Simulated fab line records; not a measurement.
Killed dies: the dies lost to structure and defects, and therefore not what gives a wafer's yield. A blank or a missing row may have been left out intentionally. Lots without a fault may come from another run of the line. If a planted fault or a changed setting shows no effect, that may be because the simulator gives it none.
fab line records	flow n5Finfet
record: lots: 7	wafers: 39
route steps=1938 shown PMOS_HMC_CHANNEL_EPI@64 SD_EPI_N@279 GATE_CUT@467 MOL_CONTACT_COAG@559 BEOL_M1@754 BEOL_M2@841 BEOL_M3@1010 BEOL_M7@1263 BEOL_M8@1336 BEOL_M12@1649 PASSIVATION@1910
startH: start of the lot's first displayed wafer, in hours after the record's first day	waitH: hours from the lot's prior step to this one	" same as the row above	L1.1+2: one row covering several wafers at once	- no value present, or no start provided	* or withheld: withheld	< > ~ a bound
route shown NAME@n: NAME is a module with steps in the file, n the number in the route of the first one	usual: mean and standard deviation over wafers with no fault	same: alike in all rows	chamber/n: place in a boat	sites: per-site readings	_std_site: standard deviation across them	_edge_site: outer sites' mean less inner sites'	radiusMm: how far each site lies from the wafer's centre	mask NAME#n: copy n	behind: the most recent tool/chamber to have shaped the wafer	hold: reason for holding the lot/hours on hold/outcome of the hold	device: names the non-switching transistor (n, p or np)	end of line: at the end of the route, the tests of the same wafers	step lacking rows: just its recipe	killed: dies that structure and defects cost at the first sort, which is not the same as the wafer's yield	map: per-die view of a wafer (x killed, . not killed, _ where there is no die)
set.NAME: the setting the step ran with; set.NAME@STEP: the setting that earlier step ran with	model.NAME: the simulator's own value behind a step, which no gauge read
lots whose settings were changed on purpose; a table a step, a row a wafer
== steps ==
step: N5_PMOS_HMC_CHANNEL_EPI_DEVELOP_08
recipe: developTimeS: 30	developer: TMAH	resist: CAR-ArF-block	devTempC: 23	rinseLiquid: diw	dry: airSpin
step: N5_SD_EPI_N_ETCH_16
recipe: chemistry: CHF3/O2	target: SiO2	targetDepthA: 50	maskMaterial: SOC	pressureMtorr: 30	sourceW: 650	biasW: 170	Ar_flow_sccm: 200	CHF3_flow_sccm: 50	O2_flow_sccm: 5	ionEnergyEv: 200
step: N5_GATE_CUT_ETCHBACK_30
recipe: chemistry: Cl2/Ar	target: TiN	targetDepthA: 30	mode: isotropic	pressureMtorr: 10	icpW: 600	biasW: 60	Cl2_flow_sccm: 40	Ar_flow_sccm: 60
step: N5_MOL_CONTACT_COAG_ALD_27
recipe: material: SiOC	targetThkA: 170	tempC: 400	aldPrecursorFamily: carbosiloxane	aldCoReactant: H2-plasma	pulseTimeS: 1.5	timeS: 2720	purgeTimeS: 2	coReactantPurgeTimeS: 2	aldCycles: 340	pressureTorr: 2
step: N5_BEOL_M1_HM_DEP_02
recipe: material: TiN	targetThkA: 200	tempC: 25	chamberPressurePa: 0.49996
step: N5_BEOL_M2_ILD_DEP_00
recipe: material: SiOC	targetThkA: 790	tempC: 350	precursor: DEMS/O2	pressureTorr: 5	rfW: 500	timeS: 15.3
step: N5_BEOL_M3_SPUTTER_96
recipe: material: Cu	targetThkA: 45	tempC: -20	chamberPressurePa: 0.07	powerW: withheld	timeS: 8.29
step: N5_BEOL_M7_ILD_DEP_00
recipe: material: SiCOH_lowk	targetThkA: 1797.5	tempC: 300	precursor: DEMS/porogen	pressureTorr: 5	rfW: 500	timeS: 33.4
step: N5_BEOL_M8_HM_DEP_02
step: N5_BEOL_M12_SPUTTER_44
recipe: material: Ta	targetThkA: 100	tempC: 50	biasV: 80	powerW: 15000	chamberPressurePa: 0.07	timeS: 16.13
step: N5_PASSIVATION_ETCH_59
recipe: chemistry: Cl2/BCl3	target: TaN	targetDepthA: 650	timeS: 34.9	ionEnergyEv: 100	pressureMtorr: 10	icpW: 900	biasW: 100	Cl2_flow_sccm: 60	bcl3FlowSccm: 30
step: N5_PASSIVATION_PROBE_49
usual: killedAtOther: 3/3.1	killedOnRim: 13/3.8
lot.wafer	tool	chamber	startH	waitH	set.developTimeS@PMOS_HMC_CHANNEL_EPI_DEVELOP_08	set.targetDepthA@SD_EPI_N_ETCH_16	set.targetDepthA@GATE_CUT_ETCHBACK_30	set.aldCycles@MOL_CONTACT_COAG_ALD_27	set.targetThkA@BEOL_M1_HM_DEP_02	set.timeS@BEOL_M2_ILD_DEP_00	set.timeS@BEOL_M3_SPUTTER_96	set.timeS@BEOL_M7_ILD_DEP_00	set.targetThkA@BEOL_M8_HM_DEP_02	set.targetThkA@BEOL_M12_SPUTTER_44	set.timeS@PASSIVATION_ETCH_59	killedAtOther	killedOnRim
L074.1	prober-02	-	262.67	0.0	20.27	50	30	426	200	15.3	10.46	33.4	263.9	100	34.9	1	14
L074.2	prober-02	-	262.72	0.1	30	50	36.62	426	234.2	23.02	8.29	33.4	263.9	78.41	34.9	1	152
L074.3	prober-02	-	262.77	0.1	20.27	50	30	340	234.2	23.02	8.29	23.34	263.9	100	34.9	7	152
L074.4	prober-02	-	262.82	0.2	30	50	30	426	200	23.02	10.46	23.34	200	100	34.9	5	152
L074.5	prober-02	-	262.87	0.2	30	50	36.62	340	234.2	15.3	10.46	23.34	200	78.41	34.9	1	12
L074.6	prober-02	-	262.92	0.3	20.27	50	36.62	340	200	15.3	8.29	33.4	200	78.41	34.9	4	14
L081.1	prober-02	-	319.61	0.0	30	50	30	340	200	15.3	8.29	43.1	200	100	23.45	1049	152
L081.2	prober-02	-	319.66	0.1	19.29	50	47.33	340	200	24.07	9.645	43.1	248.3	55.59	23.45	4	152
L081.3	prober-02	-	319.71	0.1	30	50	47.33	244	200	15.3	9.645	43.1	200	100	23.45	1073	152
L081.4	prober-02	-	319.76	0.2	19.29	50	30	244	200	15.3	9.645	33.4	248.3	55.59	34.9	6	14
L081.5	prober-02	-	319.81	0.2	19.29	50	30	340	200	24.07	8.29	33.4	200	55.59	34.9	12	152
L081.6	prober-02	-	319.86	0.3	30	50	47.33	244	200	24.07	8.29	33.4	248.3	100	34.9	9	152
L085.3	prober-02	-	339.60	0.1	30	50	30	340	200	15.3	8.29	33.4	200	100	34.9	3	19
L085.4	prober-02	-	339.65	0.2	30	50	30	340	200	15.3	8.29	33.4	200	100	34.9	1	10
L085.6	prober-02	-	339.75	0.3	30	50	30	340	200	15.3	8.29	33.4	200	100	34.9	1	15
L087.1	prober-01	-	345.67	0.0	30	33.9	15.55	452	110.2	19.55	8.29	47.19	200	142.1	27.72	177	70
L087.2	prober-01	-	345.72	0.1	36.23	33.9	30	340	110.2	15.3	8.29	33.4	153.4	100	27.72	42	32
L087.3	prober-01	-	345.77	0.1	36.23	50	30	452	200	15.3	10.8	47.19	153.4	142.1	34.9	0	7
L087.4	prober-01	-	345.82	0.2	36.23	50	15.55	340	110.2	15.3	10.8	33.4	200	100	34.9	0	12
L087.5	prober-01	-	345.87	0.2	30	50	30	340	200	19.55	10.8	47.19	200	100	34.9	2	11
L087.6	prober-01	-	345.92	0.3	30	33.9	15.55	452	200	19.55	8.29	33.4	153.4	142.1	27.72	40	26
L086.1	prober-01	-	351.09	0.0	18.92	79.28	22.6	340	200	18.35	8.29	33.4	200	100	34.9	9	14
L086.2	prober-01	-	351.14	0.1	30	50	30	248	200	15.3	8.29	33.4	200	100	34.9	5	8
L086.3	prober-01	-	351.19	0.1	18.92	79.28	30	248	200	18.35	8.29	33.4	200	100	14.23	1051	152
L086.4	prober-01	-	351.24	0.2	30	79.28	30	340	200	15.3	8.29	33.4	200	75.41	14.23	1053	152
L086.5	prober-01	-	351.29	0.2	30	50	22.6	340	200	15.3	8.29	33.4	200	75.41	14.23	1081	152
L086.6	prober-01	-	351.34	0.3	18.92	50	22.6	248	200	18.35	8.29	33.4	200	75.41	34.9	1	7
L091.1	prober-02	-	388.34	0.0	30	50	30	537	200	19.08	8.29	33.4	100.1	100	42.99	4	25
L091.2	prober-02	-	388.39	0.1	47.29	50	21.25	537	305.8	15.3	4.971	33.4	100.1	100	34.9	3	149
L091.3	prober-02	-	388.44	0.1	30	50	21.25	537	200	19.08	4.971	33.4	200	100	42.99	6	20
L091.4	prober-02	-	388.49	0.2	47.29	50	30	340	200	15.3	4.971	33.4	200	100	34.9	14	16
L091.5	prober-02	-	388.54	0.2	30	50	21.25	340	305.8	19.08	8.29	33.4	200	100	34.9	5	133
L091.6	prober-02	-	388.59	0.3	47.29	50	30	340	305.8	15.3	8.29	33.4	100.1	100	42.99	1	144
L088.1	prober-01	-	399.77	0.0	30	78.54	24.23	340	264.7	8.147	8.29	16.6	200	100	17.79	3	152
L088.2	prober-01	-	399.82	0.1	30	50	24.23	340	200	15.3	8.29	16.6	271.7	100	17.79	34	152
L088.3	prober-01	-	399.87	0.1	30	78.54	30	340	264.7	15.3	8.29	33.4	200	59.92	34.9	3	33
L088.4	prober-01	-	399.92	0.2	41.07	50	24.23	340	264.7	8.147	8.29	33.4	271.7	100	34.9	0	152
L088.5	prober-01	-	399.97	0.2	41.07	78.54	30	340	200	8.147	8.29	16.6	200	59.92	17.79	4	152
L088.6	prober-01	-	400.02	0.3	41.07	50	30	340	200	15.3	8.29	33.4	271.7	59.92	34.9	4	19
killed by level:class
L074.1 BEOL_M8:areaOpen=33 MOL_CONTACT_COAG:geometricParticle:open=9 BEOL_M3:geometricParticle:open=6 FIN_SAQP:geometricParticle:open=5 GATE_CUT:geometricParticle:short=5 FIN_SAQP:geometricParticle:short=4 STI_FIN_REVEAL:geometricParticle:open=4 DUMMY_GATE:geometricParticle:open=4
L074.2 BEOL_M2:areaDep=1082 STI_FIN_REVEAL:geometricParticle:open=16 FIN_SAQP:geometricParticle:short=10 MOL_CONTACT_COAG:geometricParticle:open=9 BEOL_M3:geometricParticle:open=9 BEOL_M1:geometricParticle:open=7 FIN_SAQP:geometricParticle:open=5 GATE_CUT:geometricParticle:short=4
L074.3 BEOL_M2:areaDep=1079 MOL_CONTACT_COAG:geometricParticle:open=13 FIN_SAQP:geometricParticle:open=11 BEOL_M3:geometricParticle:open=9 FIN_SAQP:geometricParticle:short=7 BEOL_M4:geometricParticle:open=7 MOL_CONTACT_COAG:geometricParticle:short=6 BEOL_M0_SAQP:geometricParticle:short=6
L074.4 BEOL_M2:areaDep=1105 BEOL_M3:geometricParticle:open=13 FIN_SAQP:geometricParticle:open=8 MOL_CONTACT_COAG:geometricParticle:short=6 MOL_CONTACT_COAG:geometricParticle:open=5 FIN_SAQP:geometricParticle:short=4 STARTING-WAFER:geometricParticle:open=4 DUMMY_GATE:geometricParticle:open=3
L074.5 MOL_CONTACT_COAG:geometricParticle:open=14 MOL_CONTACT_COAG:geometricParticle:short=8 FIN_SAQP:geometricParticle:open=7 BEOL_M3:geometricParticle:open=7 FIN_SAQP:geometricParticle:short=6 STI_FIN_REVEAL:geometricParticle:open=5 BEOL_M2:geometricParticle:open=5 BEOL_M1:geometricParticle:open=5
L074.6 STI_FIN_REVEAL:geometricParticle:open=15 BEOL_M3:geometricParticle:open=11 FIN_SAQP:geometricParticle:open=9 BEOL_M0_SAQP:geometricParticle:short=9 BEOL_M0_SAQP:geometricParticle:open=9 FIN_SAQP:geometricParticle:short=8 DUMMY_GATE:geometricParticle:open=5 GATE_CUT:geometricParticle:short=3
L081.1 PASSIVATION:areaEtch=1043 STI_FIN_REVEAL:geometricParticle:open=18 FIN_SAQP:geometricParticle:open=17 BEOL_M4:geometricParticle:open=11 BEOL_M1:geometricParticle:open=7 BEOL_M0_SAQP:geometricParticle:short=7 FIN_SAQP:geometricParticle:short=6 MOL_CONTACT_COAG:geometricParticle:open=6
L081.2 BEOL_M2:areaDep=1065 STI_FIN_REVEAL:geometricParticle:open=15 FIN_SAQP:geometricParticle:open=9 FIN_SAQP:geometricParticle:short=8 BEOL_M4:geometricParticle:open=8 MOL_CONTACT_COAG:geometricParticle:open=7 BEOL_M1:geometricParticle:open=6 BEOL_M3:geometricParticle:open=6
L081.3 PASSIVATION:areaEtch=1072 STI_FIN_REVEAL:geometricParticle:open=22 FIN_SAQP:geometricParticle:open=11 FIN_SAQP:geometricParticle:short=8 GATE_CUT:geometricParticle:short=7 MOL_CONTACT_COAG:geometricParticle:open=7 BEOL_M3:geometricParticle:open=7 BEOL_M0_SAQP:geometricParticle:short=6
L081.4 STI_FIN_REVEAL:geometricParticle:open=23 BEOL_M4:geometricParticle:open=12 FIN_SAQP:geometricParticle:open=9 GATE_CUT:geometricParticle:short=6 STI_FIN_REVEAL:geometricParticle:short=5 PASS1_CAP:geometricParticle:open=5 MOL_CONTACT_COAG:geometricParticle:open=4 BEOL_M0_SAQP:geometricParticle:short=4
L081.5 BEOL_M2:areaDep=1054 MOL_CONTACT_COAG:geometricParticle:open=18 STI_FIN_REVEAL:geometricParticle:open=16 FIN_SAQP:geometricParticle:open=11 BEOL_M0_SAQP:geometricParticle:short=9 FIN_SAQP:geometricParticle:short=7 DUMMY_GATE:geometricParticle:open=7 MOL_CONTACT_COAG:geometricParticle:short=6
L081.6 BEOL_M2:areaDep=1065 STI_FIN_REVEAL:geometricParticle:open=18 BEOL_M0_SAQP:geometricParticle:open=10 FIN_SAQP:geometricParticle:open=8 STI_FIN_REVEAL:geometricParticle:short=8 MOL_CONTACT_COAG:geometricParticle:open=8 BEOL_M4:geometricParticle:open=7 PASS1_CAP:geometricParticle:short=5
L085.3 FIN_SAQP:geometricParticle:short=24 BEOL_M0_SAQP:geometricParticle:short=15 FIN_SAQP:geometricParticle:open=14 STI_FIN_REVEAL:geometricParticle:open=13 BEOL_M0_SAQP:geometricParticle:open=8 MOL_CONTACT_COAG:geometricParticle:open=7 BEOL_M3:geometricParticle:open=7 STI_FIN_REVEAL:geometricParticle:short=3
L085.4 MOL_CONTACT_COAG:geometricParticle:open=14 FIN_SAQP:geometricParticle:short=11 MOL_CONTACT_COAG:geometricParticle:short=8 STARTING-WAFER:geometricParticle:open=6 FIN_SAQP:geometricParticle:open=5 GATE_CUT:geometricParticle:short=5 BEOL_M0_SAQP:geometricParticle:short=5 BEOL_M3:geometricParticle:open=5
L085.6 MOL_CONTACT_COAG:geometricParticle:open=13 FIN_SAQP:geometricParticle:short=9 FIN_SAQP:geometricParticle:open=7 BEOL_M3:geometricParticle:open=6 BEOL_M2:geometricParticle:open=5 MOL_CONTACT_COAG:geometricParticle:short=4 BEOL_M0_SAQP:geometricParticle:short=4 STARTING-WAFER:geometricParticle:short=4
L087.1 PASSIVATION:areaEtch=177 BEOL_M2:areaDep=32 FIN_SAQP:geometricParticle:open=16 STI_FIN_REVEAL:geometricParticle:open=10 BEOL_M0_SAQP:geometricParticle:short=7 FIN_SAQP:geometricParticle:short=6 BEOL_M0_SAQP:geometricParticle:open=6 MOL_CONTACT_COAG:geometricParticle:open=5
L087.2 PASSIVATION:areaEtch=41 STI_FIN_REVEAL:geometricParticle:open=11 MOL_CONTACT_COAG:geometricParticle:open=11 BEOL_M1:geometricParticle:open=10 FIN_SAQP:geometricParticle:open=6 STI_FIN_REVEAL:geometricParticle:short=6 BEOL_M0_SAQP:geometricParticle:short=4 FIN_SAQP:geometricParticle:short=3
L087.3 STI_FIN_REVEAL:geometricParticle:open=11 FIN_SAQP:geometricParticle:short=8 BEOL_M1:geometricParticle:open=8 FIN_SAQP:geometricParticle:open=7 BEOL_M2:geometricParticle:open=6 STI_FIN_REVEAL:geometricParticle:short=5 DUMMY_GATE:geometricParticle:open=4 BEOL_M0_SAQP:geometricParticle:open=4
L087.4 MOL_CONTACT_COAG:geometricParticle:open=15 STI_FIN_REVEAL:geometricParticle:open=7 MOL_CONTACT_COAG:geometricParticle:short=7 BEOL_M0_SAQP:geometricParticle:open=7 BEOL_M1:geometricParticle:open=7 FIN_SAQP:geometricParticle:short=6 FIN_SAQP:geometricParticle:open=4 DUMMY_GATE:geometricParticle:open=4
L087.5 BEOL_M2:areaDep=21 MOL_CONTACT_COAG:geometricParticle:open=12 STI_FIN_REVEAL:geometricParticle:open=9 FIN_SAQP:geometricParticle:open=6 MOL_CONTACT_COAG:geometricParticle:short=5 DUMMY_GATE:geometricParticle:open=4 STI_FIN_REVEAL:geometricParticle:short=3 DUMMY_GATE:geometricParticle:short=3
L087.6 PASSIVATION:areaEtch=40 BEOL_M2:areaDep=17 MOL_CONTACT_COAG:geometricParticle:open=8 BEOL_M1:geometricParticle:open=6 FIN_SAQP:geometricParticle:open=4 STI_FIN_REVEAL:geometricParticle:open=4 DUMMY_GATE:geometricParticle:open=4 STARTING-WAFER:geometricParticle:short=4
L086.1 MOL_CONTACT_COAG:geometricParticle:open=18 FIN_SAQP:geometricParticle:open=14 STI_FIN_REVEAL:geometricParticle:open=11 BEOL_M3:geometricParticle:open=8 BEOL_M0_SAQP:geometricParticle:open=8 BEOL_M1:geometricParticle:open=6 FIN_SAQP:geometricParticle:short=5 DUMMY_GATE:geometricParticle:open=4
L086.2 STI_FIN_REVEAL:geometricParticle:open=13 BEOL_M4:geometricParticle:open=7 MOL_CONTACT_COAG:geometricParticle:open=6 BEOL_M1:geometricParticle:open=6 BEOL_M0_SAQP:geometricParticle:open=4 STARTING-WAFER:geometricParticle:short=4 STI_FIN_REVEAL:geometricParticle:short=3 ILD0:geometricParticle:short=3
L086.3 PASSIVATION:areaEtch=1043 MOL_CONTACT_COAG:geometricParticle:open=19 FIN_SAQP:geometricParticle:open=18 STI_FIN_REVEAL:geometricParticle:open=18 BEOL_M1:geometricParticle:open=7 BEOL_M4:geometricParticle:open=7 BEOL_M3:geometricParticle:open=6 DUMMY_GATE:geometricParticle:open=5
L086.4 PASSIVATION:areaEtch=1048 FIN_CUT:areaEtch=27 MOL_CONTACT_COAG:geometricParticle:open=12 BEOL_M4:geometricParticle:open=12 STI_FIN_REVEAL:geometricParticle:open=10 BEOL_M0_SAQP:geometricParticle:short=8 BEOL_M1:geometricParticle:open=8 BEOL_M3:geometricParticle:open=6
L086.5 PASSIVATION:areaEtch=1078 MOL_CONTACT_COAG:geometricParticle:open=14 STI_FIN_REVEAL:geometricParticle:open=9 FIN_SAQP:geometricParticle:short=7 BEOL_M1:geometricParticle:open=7 BEOL_M0_SAQP:geometricParticle:open=6 BEOL_M3:geometricParticle:open=6 BEOL_M3:geometricParticle:short=6
L086.6 STI_FIN_REVEAL:geometricParticle:open=17 MOL_CONTACT_COAG:geometricParticle:open=12 BEOL_M4:geometricParticle:open=12 BEOL_M0:geometricParticle:open=9 BEOL_M2:geometricParticle:open=8 BEOL_M1:geometricParticle:open=6 FIN_SAQP:geometricParticle:open=5 BEOL_M1:geometricParticle:short=5
L091.1 MOL_CONTACT_COAG:geometricParticle:open=25 STI_FIN_REVEAL:geometricParticle:open=12 BEOL_M0_SAQP:geometricParticle:short=12 GATE_CUT:geometricParticle:short=8 BEOL_M2:geometricParticle:open=8 BEOL_M0_SAQP:geometricParticle:open=7 BEOL_M3:geometricParticle:open=7 FIN_SAQP:geometricParticle:short=6
L091.2 BEOL_M1:areaOpen=1031 MOL_CONTACT_COAG:geometricParticle:open=23 BEOL_M3:geometricParticle:open=14 FIN_SAQP:geometricParticle:open=12 STI_FIN_REVEAL:geometricParticle:open=12 BEOL_M2:geometricParticle:open=9 FIN_SAQP:geometricParticle:short=6 BEOL_M0_SAQP:geometricParticle:open=6
L091.3 MOL_CONTACT_COAG:geometricParticle:open=23 BEOL_M0_SAQP:geometricParticle:open=15 STI_FIN_REVEAL:geometricParticle:open=10 BEOL_M0_SAQP:geometricParticle:short=10 BEOL_M3:geometricParticle:open=9 FIN_SAQP:geometricParticle:open=8 MOL_CONTACT_COAG:geometricParticle:short=8 STI_FIN_REVEAL:geometricParticle:short=6
L091.4 MOL_CONTACT_COAG:geometricParticle:open=27 FIN_SAQP:geometricParticle:open=11 MOL_CONTACT_COAG:geometricParticle:short=11 FIN_SAQP:geometricParticle:short=10 STI_FIN_REVEAL:geometricParticle:open=8 GATE_CUT:geometricParticle:short=7 BEOL_M1:geometricParticle:open=5 BEOL_M0_SAQP:geometricParticle:open=5
L091.5 BEOL_M1:areaOpen=1036 MOL_CONTACT_COAG:geometricParticle:open=22 BEOL_M3:geometricParticle:open=17 MOL_CONTACT_COAG:geometricParticle:short=6 FIN_SAQP:geometricParticle:short=5 STI_FIN_REVEAL:geometricParticle:open=5 BEOL_M0_SAQP:geometricParticle:short=5 BEOL_M4:geometricParticle:open=5
L091.6 BEOL_M1:areaOpen=1055 MOL_CONTACT_COAG:geometricParticle:open=29 STI_FIN_REVEAL:geometricParticle:open=7 BEOL_M0_SAQP:geometricParticle:short=7 FIN_SAQP:geometricParticle:open=6 ILD0:geometricParticle:open=5 BEOL_M0_SAQP:geometricParticle:open=5 FIN_SAQP:geometricParticle:short=3
L088.1 BEOL_M2:areaDep=1057 BEOL_M1:areaOpen=38 FIN_SAQP:geometricParticle:short=8 FIN_SAQP:geometricParticle:open=8 MOL_CONTACT_COAG:geometricParticle:open=7 BEOL_M3:geometricParticle:open=6 BEOL_M1:geometricParticle:open=6 BEOL_M2:geometricParticle:open=5
L088.2 BEOL_M7:areaDep=1054 PASSIVATION:areaEtch=29 FIN_SAQP:geometricParticle:short=10 MOL_CONTACT_COAG:geometricParticle:open=10 BEOL_M0_SAQP:geometricParticle:open=9 STI_FIN_REVEAL:geometricParticle:open=5 BEOL_M0_SAQP:geometricParticle:short=5 BEOL_M8:areaOpen=5
L088.3 BEOL_M1:areaOpen=66 FIN_SAQP:geometricParticle:open=21 FIN_SAQP:geometricParticle:short=13 STI_FIN_REVEAL:geometricParticle:open=11 MOL_CONTACT_COAG:geometricParticle:open=11 BEOL_M4:geometricParticle:open=8 BEOL_M3:geometricParticle:open=6 BEOL_M2:geometricParticle:open=5
L088.4 BEOL_M2:areaDep=1081 FIN_SAQP:geometricParticle:short=12 MOL_CONTACT_COAG:geometricParticle:open=11 FIN_SAQP:geometricParticle:open=7 BEOL_M5:geometricParticle:open=7 GATE_CUT:geometricParticle:short=6 BEOL_M4:geometricParticle:open=6 BEOL_M0_SAQP:geometricParticle:open=5
L088.5 BEOL_M2:areaDep=1090 MOL_CONTACT_COAG:geometricParticle:open=11 BEOL_M4:geometricParticle:open=10 FIN_SAQP:geometricParticle:open=8 BEOL_M5:geometricParticle:open=7 BEOL_M0_SAQP:geometricParticle:short=7 FIN_SAQP:geometricParticle:short=4 STI_FIN_REVEAL:geometricParticle:open=4
L088.6 BEOL_M8:areaOpen=31 BEOL_M2:geometricParticle:open=10 BEOL_M4:geometricParticle:open=8 FIN_SAQP:geometricParticle:short=6 BEOL_M3:geometricParticle:open=5 STARTING-WAFER:geometricParticle:short=4 STI_FIN_REVEAL:geometricParticle:open=3 DUMMY_GATE:geometricParticle:open=3
== key ==
split: step: N5_PMOS_HMC_CHANNEL_EPI_DEVELOP_08	setting: developTimeS	statedAs: 30
response none clear
split: step: N5_SD_EPI_N_ETCH_16	setting: targetDepthA	statedAs: 50
response none clear
split: step: N5_GATE_CUT_ETCHBACK_30	setting: targetDepthA	statedAs: 30
response none clear
split: step: N5_MOL_CONTACT_COAG_ALD_27	setting: aldCycles	statedAs: 340
response none clear
split: step: N5_BEOL_M1_HM_DEP_02	setting: targetThkA	statedAs: 200
response none clear
split: step: N5_BEOL_M2_ILD_DEP_00	setting: timeS	statedAs: 15.3
response none clear
split: step: N5_BEOL_M3_SPUTTER_96	setting: timeS	statedAs: 8.29
response none clear
split: step: N5_BEOL_M7_ILD_DEP_00	setting: timeS	statedAs: 33.4
response none clear
split: step: N5_BEOL_M8_HM_DEP_02	setting: targetThkA	statedAs: 200
response none clear
split: step: N5_BEOL_M12_SPUTTER_44	setting: targetThkA	statedAs: 100
response none clear
split: step: N5_PASSIVATION_ETCH_59	setting: timeS	statedAs: 34.9
response: step: N5_PASSIVATION_PROBE_49	reading: killedAtOther	slope: -12.6	per: 1%	togetherWith: all	explained: 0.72
response: step: N5_PASSIVATION_PROBE_49	reading: killedOnRim	slope: -2.15	per: 1%	togetherWith: all	explained: 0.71
